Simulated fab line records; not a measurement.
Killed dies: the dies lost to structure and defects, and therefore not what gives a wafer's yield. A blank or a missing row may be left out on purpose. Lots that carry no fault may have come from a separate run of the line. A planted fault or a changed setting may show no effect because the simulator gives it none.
fab line records + flow nandHarc
record:
- lots: 15
- wafers: 45
- lastDay: 33
route steps=1302 shown P_GATE@172 P_CONTACT@217
lots with no fault: from the same line, run without faults
startH: hours from the record's first day to the start of the lot's first wafer shown + waitH: hours elapsed since this lot's preceding step + " the same as in the row above + L1.1+2: several wafers, shown together as one row + - no value, or no start was given + * or withheld: withheld + < > ~ a bound
route shown NAME@n: NAME is a module with steps in the file, n the number in the route of the first one + usual: mean/standard deviation of fault-free wafers + same: alike in all rows + chamber/n: place in a boat + sites: per-site readings + _std_site: their standard deviation + _edge_site: outer sites' mean less inner sites' + radiusMm: how far each site lies from the wafer's centre + mask NAME#n: copy n + behind: the tool/chamber that last shaped the wafer + hold: reason for holding the lot/hours on hold/outcome of the hold + device: the transistor (n, p or np) that didn't switch + end of line: the route-end tests of the same wafers + step lacking rows: just its recipe + killed: at the first sort, the dies lost to defects and structure; wafer yield is something else + map: dies across one wafer; x = killed, . = not, _ = none there
set.NAME: the setting as run; set.NAME@STEP: as run at that earlier step + model.NAME: the simulator's own value behind a step, which no gauge read
route steps across a sampled set of lots; one table per step, one row per wafer
services: a tool's chamber out of use, with start hour (startH, from the record's first day; less than 0 if before it), hours out, and reason
== steps ==
step: NHARC_P_GATE_DESCUM_48
recipe:
- timeS: 3
- o2FlowSccm: 200
- arFlowSccm: 0
- biasPowerW: 0
- chemistry: O2
usual:
- drypumpMotorCurrentA: 5.6/0.47
- oesProductAu: 1.002/0.0099
- rfVppV: 57.4/0.85
- showerheadPlenumPTorr: 1.83/0.054
- throttleValvePct: 11.310/0.0096
| lot.wafer | tool       | chamber | startH | waitH | drypumpMotorCurrentA | oesProductAu | rfHoursCounterH | rfVppV | showerheadPlenumPTorr | throttleValvePct |
|-----------|------------|---------|--------|-------|----------------------|--------------|-----------------|--------|-----------------------|------------------|
| L371.1    | rieDiel-05 | 3       | 114.78 | -     | 4.8                  | 0.994        | 4.1             | 57.7   | 1.84                  | 11.306           |
| L371.6    | "          | 0       | "      | "     | 5.3                  | 1.018        | -               | 56.8   | 1.79                  | 11.314           |
| L371.5    | "          | 1       | "      | "     | 6.5                  | 1.026        | -               | 56.1   | 1.84                  | 11.308           |
| L373.3    | rieDiel-08 | 3       | 130.75 | -     | 5.4                  | 1.010        | 6.0             | 56.9   | 1.79                  | 11.308           |
| L373.6    | "          | 3       | "      | "     | 5.4                  | 1.016        | -               | 57.9   | 1.79                  | 11.301           |
| L373.5    | "          | 0       | "      | "     | 6.0                  | 1.005        | -               | 56.0   | 1.78                  | 11.311           |
| L374.4    | rieDiel-05 | 2       | 142.65 | -     | 5.2                  | 1.003        | 5.2             | 56.7   | 1.80                  | 11.280           |
| L374.1    | "          | 3       | "      | "     | 4.8                  | 0.985        | 5.2             | 57.9   | 1.84                  | 11.304           |
| L374.6    | "          | 1       | "      | "     | 6.4                  | 1.011        | -               | 57.1   | 1.84                  | 11.317           |
| L375.1    | rieDiel-08 | 2       | 147.54 | -     | 5.9                  | 1.004        | 6.2             | 57.9   | 1.79                  | 11.311           |
| L375.4    | "          | 3       | "      | "     | 5.4                  | 1.019        | 6.2             | 57.0   | 1.79                  | 11.300           |
| L375.5    | "          | 1       | "      | "     | 6.1                  | 0.998        | -               | 57.2   | 1.81                  | 11.301           |
| L376.1    | rieDiel-09 | 3       | 154.45 | -     | 5.0                  | 0.973        | 0               | 57.3   | 1.91                  | 11.306           |
| L376.2    | "          | 1       | "      | "     | 5.7                  | 1.004        | 0               | 58.9   | 1.83                  | 11.297           |
| L376.5    | "          | 3       | "      | "     | 5.1                  | 0.976        | -               | 58.9   | 1.91                  | 11.295           |
| L377.3    | rieDiel-05 | 0       | 167.67 | -     | 5.3                  | 1.005        | 6.5             | 56.1   | 1.79                  | 11.317           |
| L377.2    | "          | 2       | "      | "     | 5.2                  | 1.012        | 6.6             | 56.4   | 1.80                  | 11.307           |
| L377.4    | "          | 3       | "      | "     | 4.9                  | 0.985        | 6.8             | 57.7   | 1.84                  | 11.314           |
| L379.4    | rieDiel-05 | 1       | 191.06 | -     | 6.4                  | 1.022        | 8.1             | 56.2   | 1.84                  | 11.315           |
| L379.6    | "          | 2       | "      | "     | 5.2                  | 1.013        | -               | 56.4   | 1.80                  | 11.330           |
| L379.5    | "          | 3       | "      | "     | 4.9                  | 1.000        | -               | 58.0   | 1.84                  | 11.309           |
| L384.3    | rieDiel-09 | 3       | 234.45 | -     | 5.1                  | 0.999        | 4.6             | 56.9   | 1.90                  | 11.316           |
| L384.4    | "          | 0       | "      | "     | 5.5                  | 1.002        | 4.3             | 58.9   | 1.98                  | 11.320           |
| L384.5    | "          | 3       | "      | "     | 5.0                  | 0.982        | -               | 57.2   | 1.90                  | 11.300           |
| L385.4    | rieDiel-09 | 0       | 252.90 | -     | 5.5                  | 1.010        | 5.2             | 57.1   | 1.98                  | 11.327           |
| L385.2    | "          | 1       | "      | "     | 5.8                  | 1.020        | 6.2             | 58.4   | 1.83                  | 11.316           |
| L385.5    | "          | 3       | "      | "     | 5.0                  | 0.999        | -               | 58.2   | 1.90                  | 11.321           |
| L386.1    | rieDiel-05 | 1       | 253.47 | -     | 6.4                  | 1.013        | 0.1             | 56.2   | 1.84                  | 11.312           |
| L386.4    | "          | 0       | "      | "     | 5.3                  | 1.011        | -               | 56.6   | 1.79                  | 11.314           |
| L386.6    | "          | 1       | "      | "     | 6.4                  | 1.017        | -               | 56.1   | 1.84                  | 11.310           |
| L387.3    | rieDiel-09 | 0       | 266.57 | -     | 5.5                  | 0.991        | 5.9             | 58.3   | 1.98                  | 11.310           |
| L387.5    | "          | 2       | "      | "     | 5.7                  | 0.984        | -               | 57.3   | 1.85                  | 11.328           |
| L387.6    | "          | 3       | "      | "     | 5.1                  | 0.984        | -               | 58.0   | 1.90                  | 11.302           |
| L389.3    | rieDiel-05 | 1       | 292.20 | -     | 6.4                  | 1.013        | 2.6             | 56.0   | 1.84                  | 11.301           |
| L389.4    | "          | 3       | "      | "     | 4.8                  | 0.999        | 2.5             | 58.1   | 1.84                  | 11.314           |
| L389.6    | "          | 2       | "      | "     | 5.2                  | 0.998        | -               | 57.1   | 1.80                  | 11.315           |
| L390.2    | rieDiel-09 | 1       | 295.85 | -     | 5.7                  | 1.008        | 10.0            | 58.1   | 1.82                  | 11.308           |
| L390.1    | "          | 2       | "      | "     | 5.7                  | 0.996        | 10.4            | 57.1   | 1.85                  | 11.303           |
| L390.3    | "          | 3       | "      | "     | 5.1                  | 0.991        | 9.5             | 57.5   | 1.90                  | 11.318           |
| L393.4    | rieDiel-08 | 0       | 339.85 | -     | 6.0                  | 1.000        | 6.8             | 56.9   | 1.78                  | 11.290           |
| L393.3    | "          | 2       | "      | "     | 5.9                  | 1.003        | 6.8             | 57.8   | 1.79                  | 11.318           |
| L393.5    | "          | 1       | "      | "     | 6.1                  | 1.006        | -               | 57.4   | 1.81                  | 11.321           |
| L394.4    | rieDiel-08 | 0       | 342.08 | -     | 6.0                  | 0.997        | 7.0             | 57.4   | 1.78                  | 11.312           |
| L394.6    | "          | 1       | "      | "     | 6.1                  | 0.993        | -               | 56.8   | 1.81                  | 11.327           |
| L394.5    | "          | 2       | "      | "     | 5.9                  | 0.997        | -               | 58.2   | 1.79                  | 11.323           |
step: NHARC_P_GATE_STRIP_76
recipe:
- powerW: 1500
- tempC: 250
- chemistry: O2
usual:
- drypumpMotorCurrentA: 6.2/0.58
- heaterPowerW: 327/15
| lot.wafer | tool           | chamber | startH | waitH | drypumpMotorCurrentA | heaterPowerW | rfHoursCounterH |
|-----------|----------------|---------|--------|-------|----------------------|--------------|-----------------|
| L371.1    | plasmaAsher-02 | 1       | 117.13 | 0.2   | 6.7                  | 350          | 7               |
| L371.5    | "              | 1       | "      | "     | 6.7                  | 348          | -               |
| L371.6    | "              | 0       | "      | "     | 6.4                  | 330          | -               |
| L373.3    | plasmaAsher-02 | 1       | 133.16 | 0.1   | 6.7                  | 351          | -               |
| L373.6    | "              | 0       | "      | "     | 6.4                  | 336          | -               |
| L373.5    | "              | 1       | "      | "     | 6.7                  | 339          | -               |
| L374.1    | plasmaAsher-02 | 1       | 145.03 | 0.2   | 6.7                  | 355          | 13              |
| L374.4    | "              | 1       | "      | "     | 6.7                  | 341          | -               |
| L374.6    | "              | 0       | "      | "     | 6.4                  | 327          | -               |
| L375.1    | plasmaAsher-02 | 0       | 149.91 | 0.2   | 6.4                  | 326          | 14              |
| L375.4    | "              | 1       | "      | "     | 6.7                  | 363          | -               |
| L375.5    | "              | 1       | "      | "     | 6.7                  | 349          | -               |
| L376.1    | plasmaAsher-02 | 0       | 156.73 | 0.2   | 6.3                  | 334          | 15              |
| L376.2    | "              | 1       | "      | "     | 6.8                  | 350          | 15              |
| L376.5    | "              | 0       | "      | "     | 6.4                  | 326          | -               |
| L377.2    | plasmaAsher-01 | 1       | 170.16 | 0.2   | 5.0                  | 312          | 33              |
| L377.4    | "              | 0       | "      | "     | 6.2                  | 343          | -               |
| L377.3    | "              | 1       | "      | "     | 5.0                  | 302          | -               |
| L379.4    | plasmaAsher-01 | 1       | 193.67 | 0.1   | 5.1                  | 306          | -               |
| L379.5    | "              | 0       | "      | "     | 6.2                  | 318          | -               |
| L379.6    | "              | 1       | "      | "     | 5.1                  | 302          | -               |
| L384.3    | plasmaAsher-02 | 1       | 236.86 | 0.2   | 6.7                  | 345          | -               |
| L384.4    | "              | 0       | "      | "     | 6.4                  | 338          | -               |
| L384.5    | "              | 1       | "      | "     | 6.7                  | 348          | -               |
| L385.2    | plasmaAsher-01 | 1       | 255.27 | 0.2   | 5.0                  | 306          | 17              |
| L385.4    | "              | 1       | "      | "     | 5.1                  | 312          | -               |
| L385.5    | "              | 0       | "      | "     | 6.3                  | 315          | -               |
| L386.1    | plasmaAsher-01 | 0       | 255.90 | 0.2   | 6.2                  | 310          | 17              |
| L386.4    | "              | 0       | "      | "     | 6.2                  | 315          | -               |
| L386.6    | "              | 0       | "      | "     | 6.2                  | 322          | -               |
| L387.3    | plasmaAsher-02 | 1       | 268.99 | 0.1   | 6.7                  | 329          | -               |
| L387.5    | "              | 0       | "      | "     | 6.4                  | 334          | -               |
| L387.6    | "              | 1       | "      | "     | 6.7                  | 339          | -               |
| L389.3    | plasmaAsher-01 | 0       | 294.61 | 0.2   | 6.2                  | 314          | -               |
| L389.4    | "              | 1       | "      | "     | 5.0                  | 304          | -               |
| L389.6    | "              | 0       | "      | "     | 6.3                  | 319          | -               |
| L390.1    | plasmaAsher-02 | 0       | 298.10 | 0.2   | 6.4                  | 331          | 8               |
| L390.2    | "              | 1       | "      | "     | 6.7                  | 335          | 8               |
| L390.3    | "              | 0       | "      | "     | 6.4                  | 338          | -               |
| L393.4    | plasmaAsher-02 | 0       | 342.13 | 0.2   | 6.3                  | 332          | -               |
| L393.3    | "              | 1       | "      | "     | 6.7                  | 335          | -               |
| L393.5    | "              | 1       | "      | "     | 6.7                  | 339          | -               |
| L394.4    | plasmaAsher-02 | 0       | 344.34 | 0.1   | 6.3                  | 331          | -               |
| L394.5    | "              | 1       | "      | "     | 6.7                  | 330          | -               |
| L394.6    | "              | 0       | "      | "     | 6.3                  | 329          | -               |
step: NHARC_P_GATE_RTA_82
recipe:
- tempC: 450
- timeS: 30
usual:
- lampPowerPct: 3.80/0.11
- lamp_zone_4_pct: 3.80/0.11
- wafer_temp_C_max: 452.0/0.57
| lot.wafer | tool         | chamber | startH | waitH | lampPowerPct | lamp_zone_4_pct | wafer_temp_C_max |
|-----------|--------------|---------|--------|-------|--------------|-----------------|------------------|
| L371.1    | rtpAnneal-02 | 0       | 120.93 | -     | 3.65         | 3.65            | 452.1            |
| L371.5    | "            | 0       | "      | "     | 3.65         | 3.65            | 452.0            |
| L371.6    | "            | 0       | "      | "     | 3.65         | 3.65            | 451.7            |
| L373.3    | rtpAnneal-02 | 0       | 137.13 | -     | 3.64         | 3.65            | 451.3            |
| L373.5    | "            | 0       | "      | "     | 3.65         | 3.65            | 451.8            |
| L373.6    | "            | 0       | "      | "     | 3.65         | 3.65            | 451.4            |
| L374.1    | rtpAnneal-01 | 0       | 149.16 | -     | 3.88         | 3.87            | 452.6            |
| L374.4    | "            | 0       | "      | "     | 3.88         | 3.87            | 452.4            |
| L374.6    | "            | 0       | "      | "     | 3.88         | 3.88            | 452.1            |
| L375.1    | rtpAnneal-01 | 0       | 153.69 | -     | 3.88         | 3.88            | 451.8            |
| L375.4    | "            | 0       | "      | "     | 3.88         | 3.87            | 452.4            |
| L375.5    | "            | 0       | "      | "     | 3.88         | 3.88            | 451.5            |
| L376.1    | rtpAnneal-01 | 0       | 160.39 | -     | 3.88         | 3.87            | 452.3            |
| L376.2    | "            | 0       | "      | "     | 3.87         | 3.88            | 452.2            |
| L376.5    | "            | 0       | "      | "     | 3.88         | 3.88            | 452.1            |
| L377.2    | rtpAnneal-01 | 0       | 173.83 | -     | 3.88         | 3.88            | 452.6            |
| L377.3    | "            | 0       | "      | "     | 3.88         | 3.88            | 452.5            |
| L377.4    | "            | 0       | "      | "     | 3.88         | 3.88            | 452.7            |
| L379.4    | rtpAnneal-01 | 0       | 197.51 | -     | 3.89         | 3.88            | 451.8            |
| L379.5    | "            | 0       | "      | "     | 3.88         | 3.88            | 452.8            |
| L379.6    | "            | 0       | "      | "     | 3.88         | 3.88            | 452.2            |
| L384.3    | rtpAnneal-02 | 0       | 240.73 | -     | 3.64         | 3.65            | 451.7            |
| L384.4    | "            | 0       | "      | "     | 3.65         | 3.65            | 450.8            |
| L384.5    | "            | 0       | "      | "     | 3.64         | 3.65            | 451.5            |
| L385.2    | rtpAnneal-01 | 0       | 258.98 | -     | 3.87         | 3.88            | 452.2            |
| L385.4    | "            | 0       | "      | "     | 3.88         | 3.88            | 453.7            |
| L385.5    | "            | 0       | "      | "     | 3.88         | 3.88            | 452.8            |
| L386.1    | rtpAnneal-01 | 0       | 259.71 | -     | 3.88         | 3.88            | 451.5            |
| L386.4    | "            | 0       | "      | "     | 3.88         | 3.88            | 452.3            |
| L386.6    | "            | 0       | "      | "     | 3.88         | 3.89            | 452.3            |
| L387.3    | rtpAnneal-01 | 0       | 272.98 | -     | 3.88         | 3.88            | 451.4            |
| L387.5    | "            | 0       | "      | "     | 3.88         | 3.88            | 451.4            |
| L387.6    | "            | 0       | "      | "     | 3.88         | 3.88            | 452.0            |
| L389.3    | rtpAnneal-01 | 0       | 298.44 | -     | 3.87         | 3.88            | 452.0            |
| L389.4    | "            | 0       | "      | "     | 3.88         | 3.87            | 452.2            |
| L389.6    | "            | 0       | "      | "     | 3.88         | 3.88            | 452.3            |
| L390.1    | rtpAnneal-01 | 0       | 301.92 | -     | 3.88         | 3.88            | 452.7            |
| L390.2    | "            | 0       | "      | "     | 3.88         | 3.88            | 452.4            |
| L390.3    | "            | 0       | "      | "     | 3.88         | 3.88            | 451.4            |
| L393.3    | rtpAnneal-02 | 0       | 346.06 | -     | 3.65         | 3.65            | 451.3            |
| L393.4    | "            | 0       | "      | "     | 3.65         | 3.65            | 451.4            |
| L393.5    | "            | 0       | "      | "     | 3.65         | 3.64            | 452.0            |
| L394.4    | rtpAnneal-01 | 0       | 348.07 | -     | 3.88         | 3.88            | 452.2            |
| L394.5    | "            | 0       | "      | "     | 3.89         | 3.88            | 452.5            |
| L394.6    | "            | 0       | "      | "     | 3.87         | 3.88            | 452.4            |
step: NHARC_P_CONTACT_DEP_30
recipe:
- targetThkA: 300
- tempC: 400
- targetThkNm: 30
- flowSccm: 200
- rfW: 450
- material: SiNx
usual:
- heaterPowerW: 654/100
| lot.wafer | tool     | chamber | startH | waitH | heaterPowerW | sinceWetCleanH |
|-----------|----------|---------|--------|-------|--------------|----------------|
| L371.1    | pecvd-04 | 1       | 121.19 | 0.1   | 628          | 20             |
| L371.6    | "        | 2       | "      | "     | 507          | -              |
| L371.5    | "        | 0       | "      | "     | 856          | -              |
| L373.3    | pecvd-02 | 1       | 137.38 | 0.1   | 795          | 78             |
| L373.6    | "        | 1       | "      | "     | 789          | -              |
| L373.5    | "        | 2       | "      | "     | 632          | -              |
| L374.1    | pecvd-02 | 0       | 149.46 | 0.1   | 529          | 90             |
| L374.4    | "        | 2       | "      | "     | 563          | -              |
| L374.6    | "        | 0       | "      | "     | 531          | -              |
| L374.1    | pecvd-02 | 0       | 149.92 | -     | 526          | -              |
| L374.4    | "        | 2       | "      | "     | 585          | -              |
| L374.6    | "        | 0       | "      | "     | 522          | -              |
| L375.1    | pecvd-02 | 0       | 153.95 | 0.1   | 544          | 95             |
| L375.5    | "        | 1       | "      | "     | 788          | -              |
| L375.4    | "        | 2       | "      | "     | 593          | -              |
| L375.1    | pecvd-02 | 0       | 154.71 | -     | 560          | -              |
| L375.5    | "        | 1       | "      | "     | 759          | -              |
| L375.4    | "        | 2       | "      | "     | 589          | -              |
| L376.2    | pecvd-04 | 0       | 160.74 | 0.2   | 862          | 60             |
| L376.1    | "        | 1       | "      | "     | 605          | 60             |
| L376.5    | "        | 0       | "      | "     | 869          | -              |
| L377.3    | pecvd-04 | 1       | 174.11 | 0.1   | 551          | 73             |
| L377.2    | "        | 2       | "      | "     | 544          | 73             |
| L377.4    | "        | 1       | "      | "     | 534          | -              |
| L379.5    | pecvd-02 | 0       | 197.81 | 0.2   | 515          | -              |
| L379.6    | "        | 1       | "      | "     | 816          | -              |
| L379.4    | "        | 2       | "      | "     | 661          | -              |
| L379.5    | pecvd-02 | 0       | 198.27 | -     | 501          | -              |
| L379.6    | "        | 1       | "      | "     | 811          | -              |
| L379.4    | "        | 2       | "      | "     | 642          | -              |
| L384.3    | pecvd-04 | 1       | 240.98 | 0.1   | 586          | 140            |
| L384.4    | "        | 0       | "      | "     | 865          | -              |
| L384.5    | "        | 2       | "      | "     | 616          | -              |
| L385.2    | pecvd-02 | 1       | 259.21 | 0.1   | 764          | 19             |
| L385.4    | "        | 1       | "      | "     | 767          | -              |
| L385.5    | "        | 2       | "      | "     | 572          | -              |
| L386.1    | pecvd-04 | 1       | 259.98 | 0.1   | 573          | 159            |
| L386.6    | "        | 2       | "      | "     | 532          | -              |
| L386.4    | "        | 0       | "      | "     | 869          | -              |
| L387.3    | pecvd-02 | 1       | 273.27 | 0.1   | 729          | 33             |
| L387.6    | "        | 0       | "      | "     | 589          | -              |
| L387.5    | "        | 1       | "      | "     | 756          | -              |
| L389.3    | pecvd-01 | 1       | 298.65 | 0.1   | 678          | 155            |
| L389.6    | "        | 1       | "      | "     | 682          | -              |
| L389.4    | "        | 0       | "      | "     | 617          | -              |
| L390.3    | pecvd-02 | 2       | 302.19 | 0.1   | 593          | 62             |
| L390.1    | "        | 0       | "      | "     | 624          | 62             |
| L390.2    | "        | 1       | "      | "     | 739          | 62             |
| L393.3    | pecvd-04 | 2       | 346.36 | 0.1   | 556          | 64             |
| L393.5    | "        | 0       | "      | "     | 849          | -              |
| L393.4    | "        | 1       | "      | "     | 560          | -              |
| L394.5    | pecvd-02 | 2       | 348.37 | 0.2   | 555          | -              |
| L394.4    | "        | 0       | "      | "     | 556          | -              |
| L394.6    | "        | 1       | "      | "     | 729          | -              |
== services ==
| tool           | chamber | startH | hours | kind   |
|----------------|---------|--------|-------|--------|
| rieDiel-05     | -       | 127.85 | 3.1   | repair |
| pecvd-01       | -       | 130.23 | 13.0  | pm     |
| rieDiel-09     | -       | 143.77 | 9.0   | pm     |
| plasmaAsher-01 | -       | 172.25 | 9.0   | pm     |
| rieDiel-05     | 3       | 181.98 | 7.8   | repair |
| pecvd-04       | 0       | 182.68 | 6.1   | repair |
| rieDiel-08     | -       | 190.80 | 9.0   | pm     |
| pecvd-01       | 2       | 191.76 | 5.7   | repair |
| plasmaAsher-02 | -       | 209.43 | 2.7   | repair |
| rieDiel-05     | 3       | 219.98 | 10.7  | repair |
| pecvd-02       | -       | 227.47 | 13.0  | pm     |
| rieDiel-05     | -       | 229.66 | 9.0   | pm     |
| rieDiel-05     | 2       | 246.64 | 15.6  | repair |
| plasmaAsher-02 | -       | 249.00 | 9.0   | pm     |
| pecvd-02       | -       | 261.23 | 1.9   | repair |
| pecvd-01       | 2       | 265.00 | 2.1   | repair |
| rieDiel-08     | 2       | 267.90 | 7.1   | repair |
| pecvd-04       | -       | 269.00 | 13.0  | pm     |
| rieDiel-05     | 0       | 278.54 | 11.5  | repair |
| plasmaAsher-01 | -       | 307.45 | 13.0  | repair |
| pecvd-04       | -       | 308.10 | 0.3   | repair |
| pecvd-01       | -       | 311.27 | 13.0  | pm     |
| rieDiel-09     | -       | 320.77 | 9.0   | pm     |
| rieDiel-08     | 0       | 347.29 | 13.9  | repair |
== key ==
firstSign:
- step: NHARC_P_CONTACT_DEP_30
- reading: visit
- direction: added
effect none on later readings
metAt NHARC_P_CONTACT_DEP_30
struckLots L374,L375,L379
sortLeftOut L374.1,L374.4,L374.6,L375.1,L375.4,L375.5,L379.4,L379.5,L379.6
testerLeftOut L374,L375,L379
notActingAt NHARC_P_GATE_DESCUM_48,NHARC_P_GATE_STRIP_76,NHARC_P_GATE_RTA_82
fault:
- kind: repeatedStepWhole
- tool: pecvd-01,pecvd-02,pecvd-04
- chamber: -
- onsetH: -
- steps: NHARC_P_CONTACT_DEP_30
- times: 1
- scope: struckLotsOnly
testerLeftOut: of these lots the tester's yield and bins aren't shown, on N5 and GAA mostly nor the transistor test; their killed dies are dies lost to structure and defects alone, not to doping, threshold or leakage, so they don't give the yield
sortLeftOut: the simulated sort isn't trusted on such a fault, so these wafers' sort isn't shown, and their yield isn't known
